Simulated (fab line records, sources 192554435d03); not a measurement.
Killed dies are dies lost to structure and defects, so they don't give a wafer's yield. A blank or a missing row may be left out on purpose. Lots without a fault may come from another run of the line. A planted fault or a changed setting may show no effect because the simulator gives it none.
Split-lot experiment | flow n5_finfet | 7 lots, 21 wafers read, on a route of 1938 steps

THE SPLIT
At N5_BEOL_M8_ILD_DEP_00 (deposits SiCOH lowk from DEMS/porogen, target thk 179.75 nm, time 33.4 s), the setting time_s was moved away from the recipe's 33.4 s on 8 of the 21 wafers read, by -14.4% to +6.1%. The other wafers ran this setting at the recipe's value.

FROM THE SPLIT TO THE READING: what the file shows between them, 1 step
- N5_BEOL_M8_CURE_74: cures SiCOH lowk, time 240 s

THE READING
M8_ILD_THK, in nm, at N5_BEOL_M8_THK_MEAS_01. Fault-free wafers of this fab line usually give 155.0 nm, standard deviation 1.9 nm.

wafer  | tool, chamber at the split | time_s as run, s | against the recipe | M8_ILD_THK, nm | against lot-mates on the recipe
L077.1 | pecvd-03, 1                | 33.4             | recipe             | 152.8          | -
L077.3 | pecvd-03, 0                | 33.4             | recipe             | 156.7          | -
L077.5 | pecvd-03, 0                | 33.4             | recipe             | 154.2          | -
L082.1 | pecvd-01, 0                | 33.4             | recipe             | 154.0          | -
L082.3 | pecvd-01, 1                | 33.4             | recipe             | 152.2          | -
L082.5 | pecvd-01, 0                | 30.28            | -9.3%              | 141.2          | -11.9
L087.2 | pecvd-02, 1                | 33.4             | recipe             | 155.1          | -
L087.3 | pecvd-02, 0                | 30.74            | -8.0%              | 143.1          | -12.0
L087.5 | pecvd-02, 1                | 30.74            | -8.0%              | 145.0          | -10.1
L092.3 | pecvd-02, 2                | 28.59            | -14.4%             | 131.7          | -24.7
L092.4 | pecvd-02, 1                | 33.4             | recipe             | 156.7          | -
L092.6 | pecvd-02, 2                | 33.4             | recipe             | 156.0          | -
L094.1 | pecvd-01, 2,1              | 33.4             | recipe             | 153.9          | -
L094.3 | pecvd-01, 0                | 33.4             | recipe             | 152.3          | -
L094.4 | pecvd-01, 2,1              | 33.4             | recipe             | 153.8          | -
L095.1 | pecvd-03, 0                | 35.24            | +5.5%              | 160.9          | +7.5
L095.2 | pecvd-03, 1                | 33.4             | recipe             | 153.4          | -
L095.3 | pecvd-03, 2                | 35.24            | +5.5%              | 162.4          | +9.0
L097.3 | pecvd-03, 1                | 35.45            | +6.1%              | 163.5          | +5.7
L097.4 | pecvd-03, 2                | 33.4             | recipe             | 157.8          | -
L097.6 | pecvd-03, 0                | 35.45            | +6.1%              | 165.0          | +7.2
Where a row lists several chambers, the file gives one row for several wafers and doesn't say which wafer went through which chamber.

THE FIT
A straight line over all 21 wafers: M8_ILD_THK changes by +1.47 nm for each +1% of time_s; r = +0.98; the points scatter about the line by 1.6 nm.
The same after taking each lot's own level away (the mean of its wafers on the recipe; 21 wafers): +1.45 nm for each +1%; r = +0.98; scatter 1.5 nm.
On that fit, the largest move of time_s shifts the reading by 21 nm.
The lots' own levels span 153.10 to 157.80 nm, that is 2.5 times the standard deviation above.
So the lot-to-lot level changes the slope little: the two slopes agree.
Check: with one of the wafers moved furthest among these (-14.4%) left out of the fit, the line predicts -18.9 nm for it against its lot-mates. It came out at -24.7 nm against them.

OTHER SPLITS ON THESE WAFERS
These wafers also went through other splits before the reading. Each is held against what the fit with the lots' levels taken away leaves over:
other split on the same wafers   | wafers away from the commonest value | r with M8_ILD_THK (lot level and that fit taken away)
N5_BEOL_M6_TRENCH_ETCH_37 time_s | 6                                    | -0.42
N5_BEOL_M7_COAT_59 spin_rpm      | 8                                    | -0.76
N5_BEOL_M7_COAT_05 spin_rpm      | 8                                    | +0.31

THE WHOLE CHAIN: every reading that the file lists as answering this split, in the file's order
step                   | what it does                                                             | reading                                                                                  | change (the file's fit)              | r (the file's)
N5_BEOL_M8_ILD_DEP_00  | deposits SiCOH lowk from DEMS/porogen, target thk 179.75 nm, time 33.4 s | SiCOH_lowk_of_BEOL_M8_ILD_DEP_00.thk_nm (the simulator's own value, which no gauge read) | +1.72 nm for each +1% of the setting | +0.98
N5_BEOL_M8_CURE_74     | cures SiCOH lowk, time 240 s                                             | SiCOH_lowk_of_BEOL_M8_ILD_DEP_00.thk_nm (the simulator's own value, which no gauge read) | +1.51 nm for each +1% of the setting | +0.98
N5_BEOL_M8_THK_MEAS_01 |                                                                          | M8_ILD_THK                                                                               | +1.5 for each +1% of the setting     | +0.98

THE FILE'S OWN FIT
M8_ILD_THK changes by +1.5 nm for each +1% of time_s, r = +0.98.
